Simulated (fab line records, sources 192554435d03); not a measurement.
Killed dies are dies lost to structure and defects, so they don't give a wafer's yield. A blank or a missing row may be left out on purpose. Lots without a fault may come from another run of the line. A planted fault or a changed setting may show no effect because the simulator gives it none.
One fault seen from 3 desks | flow n5_finfet | each desk has only its own numbers; what lay behind them comes last

THE DEFECT DESK
What the inspections along the route counted, lot by lot: means of the sampled wafers that have a number. A lot is out of limits, marked OUT, if its mean lies more than 4 standard deviations from the usual mean; the brackets give that distance.
Columns: A = raw_defect_count at N5_BEOL_M6_INSPECT_13, usual 414
lot  | first seen here | A
L358 | day 9 17:52     | 362
L360 | day 10 13:52    | 464
L361 | day 10 19:44    | 447
L365 | day 11 00:38    | 299
L363 | day 11 10:58    | 617
L366 | day 12 05:53    | 656
L372 | day 14 19:46    | 510
L373 | day 15 08:17    | 471
L376 | day 15 21:29    | 413
L374 | day 15 23:25    | 392
L379 | day 16 19:19    | 315
This desk's finding: nothing out of limits on any of the 11 lots.

THE TOOL OWNER'S DESK: euv_scanner-01
The tool's own readings at N5_BEOL_M6_EXPOSE_25 (exposes mask V5, target cd 40 nm): means of the sampled wafers that have a number, for each lot that ran on this tool. A lot is out of limits, marked OUT, if its mean lies more than 4 standard deviations from the usual mean; the brackets give that distance.
Columns: A = exposure_dose_mJ_cm2 at N5_BEOL_M6_EXPOSE_25, usual 44.87
lot  | first seen here | A
L358 | day 9 19:43     | 44.91
L360 | day 10 17:35    | 44.92
L361 | day 11 00:16    | 50.31 (+84) OUT
L365 | day 11 01:32    | 47.64 (+43) OUT
L363 | day 11 20:34    | 47.11 (+35) OUT
L366 | day 12 10:11    | 46.63 (+27) OUT
This desk's finding: out of limits on L361, L363, L365, L366; first on L361, day 11 00:16 (exposure_dose_mJ_cm2 at N5_BEOL_M6_EXPOSE_25). In limits: L358, L360.

THE METROLOGY DESK
What the gauges read, lot by lot, whatever tool the lot ran on: means of the sampled wafers that have a number. A lot is out of limits, marked OUT, if its mean lies more than 4 standard deviations from the usual mean; the brackets give that distance.
Columns: A = cd_nm at N5_BEOL_M6_CD_MEAS_11, usual 38.8 nm; B = cd_nm at N5_BEOL_M6_CD_MEAS_28, usual 39.95 nm
lot  | first seen here | A    | B
L358 | day 9 17:49     | 39.1 | 39.98
L360 | day 10 13:49    | 39.2 | 39.95
L361 | day 10 19:41    | 38.7 | 42.47 (+11) OUT
L365 | day 11 00:35    | 39.5 | 41.23 (+5.8) OUT
L363 | day 11 10:55    | 39.2 | 41.15 (+5.5) OUT
L366 | day 12 05:49    | 38.2 | 41.01 (+4.8) OUT
L372 | day 14 19:43    | 39.1 | 39.81
L373 | day 15 08:14    | 38.7 | 39.98
L376 | day 15 21:26    | 38.9 | 40.06
L374 | day 15 23:22    | 38.9 | 40.17
L379 | day 16 19:16    | 39.0 | 40.06
This desk's finding: out of limits on L361, L363, L365, L366; first on L361, day 11 00:24 (cd_nm at N5_BEOL_M6_CD_MEAS_28). In limits: L358, L360, L372, L373, L376, L374, L379.

PUT TOGETHER
The tool owner's desk could have raised an alarm at day 11 00:16, on L361, L363, L365, L366.
The metrology desk could have raised an alarm at day 11 00:24, on L361, L363, L365, L366.
The defect desk saw nothing out of limits.
The defect desk has L361, L363, L365, L366 on record, within its limits.
Of the lots named, all ran N5_BEOL_M6_EXPOSE_25 on euv_scanner-01.

WHAT THE SIMULATOR HAD PUT IN
Process parameter drift: euv_scanner-01, from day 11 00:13 on, at N5_BEOL_M6_EXPOSE_25. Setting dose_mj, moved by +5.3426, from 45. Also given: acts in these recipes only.
Lots struck among those shown: L361, L363, L365, L366.
Hours from the fault's start to each desk's first reading out of limits: the tool owner's desk, 0; the metrology desk, 0.
